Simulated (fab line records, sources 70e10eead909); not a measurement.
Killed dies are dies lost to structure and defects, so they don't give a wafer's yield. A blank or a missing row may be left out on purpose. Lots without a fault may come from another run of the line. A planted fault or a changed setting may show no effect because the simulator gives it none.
fab line records | flow nand_harc
record lots=12 wafers=36 last_day=24
route steps=1159 shown P_GATE@132
lots that met no fault: from a run of the same line without faults
start_h: hours from the record's first day to the start of the lot's first wafer shown | wait_h: hours since the lot's step before | " the same as in the row above | L1.1+2: a row that stands for several wafers | - no value, or no start given | * or withheld: withheld | < > ~ a bound
route shown NAME@n: a module of which the file shows steps, and the number in the route of the first | usual: mean/standard deviation of fault-free wafers | same: alike in all rows | chamber/n: place in a boat | sites: the reading at each site | _std_site: their standard deviation | _edge_site: outer sites' mean less inner sites' | radius_mm: how far each site lies from the wafer's centre | mask NAME#n: copy n | behind: the tool/chamber that last shaped the wafer | hold: why the lot was held/for how many hours/how that ended | device: the transistor (n, p or np) that didn't switch | end of line: the same wafers' tests at the end of the route | a step without rows: its recipe alone | killed: dies lost to structure and defects at the first sort, not the wafer's yield | map: a wafer's dies, x killed, . not, _ none there
set.NAME: the setting as run; set.NAME@STEP: as run at that earlier step | model.NAME: the simulator's own value behind a step, which no gauge read
steps of the route over a sample of lots; a table a step, a row a wafer
services: from which hour (start_h, from the record's first day; less than 0 if before it) a tool's chamber was out of use, for how many hours, and why
## steps
# step NHARC_P_GATE_DEP_103
# recipe target_thk_a=300 target_thk_nm=30 temp_c=400 flow_sccm=200 rf_w=350 material=SiON
# usual heater_power_w=773/93
# columns lot.wafer tool chamber start_h wait_h heater_power_w
L469.3 pecvd-01 1 107.10 0.3 803
L469.2 " 0 " " 867
L469.5 " 1 " " 806
L468.2 pecvd-04 2 108.44 0.5 671
L468.4 " 1 " " 597
L468.6 " 2 " " 676
L471.1 pecvd-04 0 126.20 0.6 773
L471.2 " 2 " " 706
L471.4 " 2 " " 716
L475.2 pecvd-01 0 140.59 0.5 771
L475.1 " 1 " " 705
L475.5 " 0 " " 787
L477.1 pecvd-03 1 167.32 0.6 852
L477.5 " 2 " " 794
L477.6 " 0 " " 949
L479.3 pecvd-04 1 167.41 0.4 553
L479.6 " 0 " " 837
L479.5 " 1 " " 570
L484.2 pecvd-01 0 195.10 0.4 806
L484.1 " 1 " " 801
L484.4 " 1 " " 811
L485.1 pecvd-03 0 202.71 0.6 796
L485.3 " 2 " " 740
L485.4 " 2 " " 747
L486.1 pecvd-03 2 202.91 0.8 688
L486.3 " 0 " " 905
L486.4 " 2 " " 702
L487.3 pecvd-03 2 213.84 0.3 714
L487.1 " 0 " " 785
L487.2 " 1 " " 819
L488.2 pecvd-04 2 214.07 0.4 665
L488.4 " 2 " " 660
L488.6 " 1 " " 660
L489.1 pecvd-04 2 228.35 0.6 619
L489.3 " 1 " " 721
L489.5 " 1 " " 712
# step NHARC_P_GATE_ETCH_104
# recipe target_depth_a=600 time_s=withheld cf4_flow_sccm=100 chf3_flow_sccm=30 ar_flow_sccm=0 rf_w=500 bias_w=200 chemistry=CF4/CHF3
# usual drypump_motor_current_A=5.8/0.5 oes_product_au=0.951/0.022 rf_vpp_V=370.4/2.2 showerhead_plenum_p_Torr=1.57/0.062 throttle_valve_pct=16.802/0.009
# columns lot.wafer tool chamber start_h wait_h drypump_motor_current_A oes_product_au rf_vpp_V showerhead_plenum_p_Torr throttle_valve_pct
L469.2 rie_diel-12 0 108.11 0.1 5.4 0.924 367.2 1.47 16.806
L469.3 " 1 " " 6.6 0.928 369.5 1.54 16.813
L469.5 " 0 " " 5.5 0.926 367.5 1.47 16.795
L468.2 rie_diel-10 2 109.37 0.1 5.0 0.966 367.7 1.53 16.814
L468.4 " 0 " " 5.7 0.948 369.5 1.53 16.801
L468.6 " 1 " " 5.4 0.958 372.3 1.66 16.795
L471.1 rie_diel-13 1 127.02 0.1 6.6 0.998 369.0 1.57 16.812
L471.4 " 2 " " 5.9 0.989 368.3 1.51 16.800
L471.2 " 3 " " 6.2 0.964 370.8 1.56 16.804
L475.2 rie_diel-13 2 141.38 0.1 5.9 0.945 368.4 1.51 16.802
L475.1 " 3 " " 6.2 0.943 370.6 1.56 16.806
L475.5 " 3 " " 6.2 0.943 370.5 1.56 16.799
L477.1 rie_diel-12 1 168.27 0.1 6.6 0.979 369.5 1.54 16.799
L477.6 " 3 " " 5.4 0.949 371.6 1.63 16.795
L477.5 " 0 " " 5.5 0.920 367.0 1.47 16.793
L479.3 rie_diel-13 1 168.42 0.1 6.6 0.983 369.5 1.56 16.798
L479.5 " 0 " " 5.7 0.976 369.5 1.58 16.803
L479.6 " 1 " " 6.6 0.974 371.4 1.56 16.807
L484.1 rie_diel-13 3 196.06 0.1 6.2 0.979 370.7 1.55 16.790
L484.4 " 0 " " 5.7 0.980 372.4 1.58 16.794
L484.2 " 1 " " 6.6 0.962 370.6 1.56 16.816
L485.3 rie_diel-10 2 203.54 0.1 5.0 0.944 369.0 1.53 16.789
L485.4 " 3 " " 5.8 0.970 369.9 1.57 16.791
L485.1 " 0 " " 5.7 0.974 369.4 1.52 16.801
L486.4 rie_diel-13 0 203.89 0.1 5.7 0.954 369.9 1.58 16.803
L486.1 " 1 " " 6.6 0.963 369.2 1.56 16.797
L486.3 " 2 " " 5.9 0.957 367.9 1.50 16.798
L487.2 rie_diel-12 3 214.67 0.1 5.4 0.974 372.5 1.63 16.807
L487.3 " 0 " " 5.5 0.977 367.2 1.47 16.811
L487.1 " 1 " " 6.6 0.958 370.2 1.54 16.802
L488.2 rie_diel-12 2 215.02 0.1 6.3 0.947 373.8 1.68 16.812
L488.4 " 0 " " 5.4 0.951 367.3 1.47 16.809
L488.6 " 3 " " 5.3 0.951 372.4 1.63 16.817
L489.1 rie_diel-12 3 229.34 0.1 5.3 0.921 372.6 1.63 16.789
L489.3 " 0 " " 5.5 0.926 366.2 1.47 16.800
L489.5 " 0 " " 5.4 0.920 366.4 1.47 16.795
# step NHARC_P_GATE_EXPOSE_56
# recipe na=0.6 target_cd_nm=720 dose_mj=14.81 mask_id=P_PSD
# usual focus_offset_nm=0.1/0.52
# columns lot.wafer tool chamber start_h wait_h mask focus_offset_nm
L469.2 krf_scanner-04 0 121.60 - P_PSD#0 0.8
L469.3 " 0 " " P_PSD#0 0.1
L469.5 " 0 " " P_PSD#0 -0.6
L468.2 krf_scanner-04 0 123.05 - P_PSD#0 0.3
L468.4 " 0 " " P_PSD#0 0.7
L468.6 " 0 " " P_PSD#0 0.7
L471.1 krf_scanner-04 0 140.23 - P_PSD#0 -0.4
L471.2 " 0 " " P_PSD#0 -0.1
L471.4 " 0 " " P_PSD#0 0.1
L475.1 krf_scanner-02 0 154.81 - P_PSD#0 -0.6
L475.2 " 0 " " P_PSD#0 0.2
L475.5 " 0 " " P_PSD#0 -0.1
L477.1 krf_scanner-02 0 181.50 - P_PSD#0 -0.2
L477.5 " 0 " " P_PSD#0 0.7
L477.6 " 0 " " P_PSD#0 0.3
L479.3 krf_scanner-04 0 181.88 - P_NSD#0 -0.6
L479.5 " 0 " " P_NSD#0 0.3
L479.6 " 0 " " P_NSD#0 -0.2
L484.1 krf_scanner-01 0 211.43 - P_PSD#0 1.2
L484.2 " 0 " " P_PSD#0 0.8
L484.4 " 0 " " P_PSD#0 0.2
L485.1 krf_scanner-01 0 217.15 - P_PSD#0 -0.4
L485.3 " 0 " " P_PSD#0 -0.5
L485.4 " 0 " " P_PSD#0 -0.4
L486.1 krf_scanner-04 0 217.63 - P_PSD#0 0.9
L486.3 " 0 " " P_PSD#0 -0.1
L486.4 " 0 " " P_PSD#0 0.4
L487.1 krf_scanner-04 0 228.36 - P_PSD#0 0.2
L487.2 " 0 " " P_PSD#0 0.5
L487.3 " 0 " " P_PSD#0 0.8
L488.2 krf_scanner-02 0 228.52 - P_PSD#0 0.5
L488.4 " 0 " " P_PSD#0 -0.1
L488.6 " 0 " " P_PSD#0 -0.8
L489.1 krf_scanner-01 0 242.79 - P_PSD#0 0.5
L489.3 " 0 " " P_PSD#0 1.4
L489.5 " 0 " " P_PSD#0 0.4
# step NHARC_P_GATE_CD_MEAS_59
# recipe target_cd_nm=720 landing_energy_ev=500
# usual cd_nm=719.7/1.6
# columns lot.wafer tool chamber start_h wait_h cd_nm
L469.2 cd_sem-01 0 121.76 - 719.3
L469.3 " 0 " " 721.1
L469.5 " 0 " " 720.0
L468.2 cd_sem-03 0 123.20 - 719.9
L468.4 " 0 " " 719.4
L468.6 " 0 " " 720.0
L471.1 cd_sem-01 0 140.38 - 723.6
L471.2 " 0 " " 721.7
L471.4 " 0 " " 721.6
L475.1 cd_sem-02 0 154.97 - 718.0
L475.2 " 0 " " 718.3
L475.5 " 0 " " 717.2
L477.1 cd_sem-01 0 181.65 - 721.4
L477.5 " 0 " " 719.0
L477.6 " 0 " " 717.6
L479.3 cd_sem-01 0 182.03 - -
L479.5 " 0 " " -
L479.6 " 0 " " -
L484.1 cd_sem-03 0 211.59 - 718.7
L484.2 " 0 " " 719.6
L484.4 " 0 " " 720.8
L485.1 cd_sem-03 0 217.31 - 720.8
L485.3 " 0 " " 721.6
L485.4 " 0 " " 719.8
L486.1 cd_sem-01 0 217.79 - 720.3
L486.3 " 0 " " 719.5
L486.4 " 0 " " 718.0
L487.1 cd_sem-03 0 228.51 - 718.2
L487.2 " 0 " " 719.1
L487.3 " 0 " " 718.3
L488.2 cd_sem-02 0 228.68 - 719.3
L488.4 " 0 " " 719.6
L488.6 " 0 " " 721.1
L489.1 cd_sem-01 0 242.95 - 719.3
L489.3 " 0 " " 721.2
L489.5 " 0 " " 719.4
# step NHARC_P_GATE_STRIP_76
# recipe power_w=1500 temp_c=250 chemistry=O2
# usual drypump_motor_current_A=5.9/0.44 heater_power_w=310/13
# columns lot.wafer tool chamber start_h wait_h drypump_motor_current_A heater_power_w rf_hours_counter_h
L469.2 plasma_asher-02 1 122.89 0.2 5.3 296 40
L469.3 " 1 " " 5.3 308 -
L469.5 " 0 " " 6.1 305 -
L468.2 plasma_asher-02 0 123.98 0.2 6.1 302 41
L468.4 " 1 " " 5.3 305 -
L468.6 " 1 " " 5.3 305 -
L471.2 plasma_asher-02 0 141.17 0.2 6.0 297 47
L471.1 " 1 " " 5.3 297 47
L471.4 " 1 " " 5.3 303 -
L475.2 plasma_asher-01 1 155.80 0.2 6.3 329 12
L475.1 " 0 " " 6.3 319 12
L475.5 " 0 " " 6.4 310 -
L477.1 plasma_asher-01 0 182.47 0.2 6.3 322 20
L477.5 " 1 " " 6.3 335 -
L477.6 " 0 " " 6.4 319 -
L479.3 plasma_asher-02 1 182.85 0.1 5.3 306 -
L479.6 " 0 " " 6.1 299 -
L479.5 " 1 " " 5.3 297 -
L484.1 plasma_asher-01 0 212.38 0.2 6.3 311 32
L484.2 " 1 " " 6.2 341 32
L484.4 " 0 " " 6.4 313 -
L485.1 plasma_asher-02 0 218.23 0.2 6.1 309 8
L485.4 " 0 " " 6.1 307 -
L485.3 " 1 " " 5.3 307 -
L486.1 plasma_asher-01 1 218.58 0.2 6.3 326 36
L486.4 " 1 " " 6.3 326 -
L486.3 " 0 " " 6.4 313 -
L487.2 plasma_asher-02 0 229.31 0.2 6.1 306 12
L487.1 " 1 " " 5.3 307 12
L487.3 " 0 " " 6.1 300 -
L488.2 plasma_asher-02 1 229.65 0.2 5.3 297 12
L488.4 " 1 " " 5.3 290 -
L488.6 " 0 " " 6.1 304 -
L489.1 plasma_asher-02 1 243.84 0.2 5.3 304 16
L489.3 " 0 " " 6.0 305 -
L489.5 " 1 " " 5.3 308 -
## services
# columns tool chamber start_h hours kind
pecvd-03 - 85.13 3.1 repair
pecvd-01 - 85.40 0.9 repair
krf_scanner-01 - 88.62 4.0 pm
pecvd-03 - 97.11 0.7 repair
rie_diel-13 - 99.04 9.0 pm
plasma_asher-01 - 99.20 9.0 pm
pecvd-04 - 108.70 2.3 repair
plasma_asher-01 - 110.25 13.7 repair
pecvd-03 - 111.19 13.0 pm
krf_scanner-04 - 126.00 4.0 pm
pecvd-04 0 136.78 3.8 repair
plasma_asher-01 - 151.27 1.7 repair
rie_diel-12 1 151.90 5.1 repair
rie_diel-13 1 153.99 7.6 repair
rie_diel-12 - 157.18 0.4 repair
pecvd-04 - 168.56 1.0 repair
plasma_asher-02 - 174.65 0.9 repair
pecvd-04 - 195.54 13.0 pm
rie_diel-12 - 202.40 9.0 pm
plasma_asher-02 - 215.56 1.7 repair
rie_diel-12 2 222.07 8.8 repair
rie_diel-12 1 225.80 1.7 repair
pecvd-03 - 225.87 0.3 repair
pecvd-04 2 234.84 25.9 repair
## key
first_sign step=NHARC_P_GATE_EXPOSE_56 reading=mask direction=changed
effect step=NHARC_P_GATE_CD_MEAS_59 reading=cd_nm direction=missing
met_at NHARC_P_GATE_EXPOSE_56
struck_lots L479
rows_end L479.3,L479.5,L479.6
not_acting_at NHARC_P_GATE_DEP_103,NHARC_P_GATE_ETCH_104,NHARC_P_GATE_STRIP_76
onset_between 140.23 181.88
fault kind=wrong_mask tool=any chamber=- onset_h=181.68 steps=NHARC_P_GATE_EXPOSE_56 aux_copy=P_NSD#0 scope=struck_lots_only
# rows_end: these wafers met a further fault down the route, and their rows from its step on are left out
